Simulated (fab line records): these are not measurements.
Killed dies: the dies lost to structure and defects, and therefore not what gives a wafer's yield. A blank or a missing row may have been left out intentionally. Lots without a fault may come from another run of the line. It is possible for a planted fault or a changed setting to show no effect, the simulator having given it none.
One fault seen from 2 desks | flow nand-harc | numbers are kept per desk, each desk with only its own; the story behind them comes last

METROLOGY DESK
What the gauges read for every lot (on any tool): the sampled wafers with a number, averaged. If a lot's mean is further than 4 standard deviations from the usual mean, the lot is out of limits and carries the mark OUT (the distance appears in the brackets).
Columns: A = overlay-x-nm at NHARC_P_BONDPAD_OVL_MEAS_38, usual -1 nm; B = overlay-y-nm at NHARC_P_BONDPAD_OVL_MEAS_38, usual -1 nm
lot  | first seen here | A   | B
L400 | day 6 03:41     | 3   | -3
L402 | day 7 01:32     | 2   | -13
L401 | day 7 02:36     | 6   | -5
L404 | day 7 04:19     | 1   | -2
L403 | day 7 07:55     | 2   | 6
L407 | day 8 05:18     | -6  | 0
L408 | day 8 08:14     | -11 | -2
L414 | day 9 14:38     | 3   | 6
L421 | day 11 12:05    | 6   | 8
L420 | day 11 13:14    | 0   | 1
L422 | day 12 06:11    | 3   | -2
L423 | day 12 06:47    | 4   | 1
Result from this desk: across the 12 lots, nothing is out of limits.

DESK OF THE TOOL OWNER: rie-diel-11
The tool's own readings at NHARC_P_BONDPAD_ETCH_24 (etches the open film in CF4/N2, target depth 30 nm, time 72.99 s): means of the sampled wafers that have a number, for each lot that ran on this tool. If a lot's mean is further than 4 standard deviations from the usual mean, the lot is out of limits and carries the mark OUT (the distance appears in the brackets).
Columns: A = drypump-motor-current-A at NHARC_P_BONDPAD_ETCH_24, usual 5.7 A; B = n2-flow-sccm at NHARC_P_BONDPAD_ETCH_24, usual 100.00 sccm; C = oes-product-au at NHARC_P_BONDPAD_ETCH_24, usual 1.004 a.u.; D = rf-vpp-V at NHARC_P_BONDPAD_ETCH_24, usual 314.5 V; E = run-length-s at NHARC_P_BONDPAD_ETCH_24, usual 94.5 s; F = showerhead-plenum-p-Torr at NHARC_P_BONDPAD_ETCH_24, usual 2.65 Torr; G = throttle-valve-pct at NHARC_P_BONDPAD_ETCH_24, usual 19.794 %
lot  | first seen here | A   | B      | C     | D     | E              | F    | G
L403 | day 7 08:35     | 6.0 | 99.93  | 1.007 | 315.3 | 93.9           | 2.73 | 19.787
L407 | day 8 05:58     | 5.3 | 100.19 | 1.008 | 315.6 | 83.8 (-22) OUT | 2.73 | 19.787
L408 | day 8 08:55     | 5.5 | 100.03 | 1.004 | 313.3 | 73.6 (-44) OUT | 2.65 | 19.793
L420 | day 11 13:55    | 5.8 | 99.75  | 1.008 | 315.3 | 94.0           | 2.71 | 19.781
L423 | day 12 07:26    | 5.4 | 100.37 | 1.002 | 315.6 | 94.6           | 2.71 | 19.794
This desk finds L407, L408 out of limits, L407 being first, at day 8 05:58 (run-length-s at NHARC_P_BONDPAD_ETCH_24). L403, L420, L423: within limits.

ALL TOGETHER
The tool owner's desk could have raised an alarm at day 8 05:58, on L407, L408.
Nothing out of limits was seen by the metrology desk.
The metrology desk holds a record of L407, L408, inside its limits.
Every lot named ran NHARC_P_BONDPAD_ETCH_24 on rie-diel-11.

WHAT THE SIMULATOR HAD PUT IN
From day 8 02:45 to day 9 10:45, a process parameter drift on rie-diel-11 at NHARC_P_BONDPAD_ETCH_24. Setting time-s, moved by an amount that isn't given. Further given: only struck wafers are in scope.
Shown lots that were struck: L407, L408.
How many hours passed from the start of the fault until each desk's first out-of-limits reading: the tool owner's desk, 3.
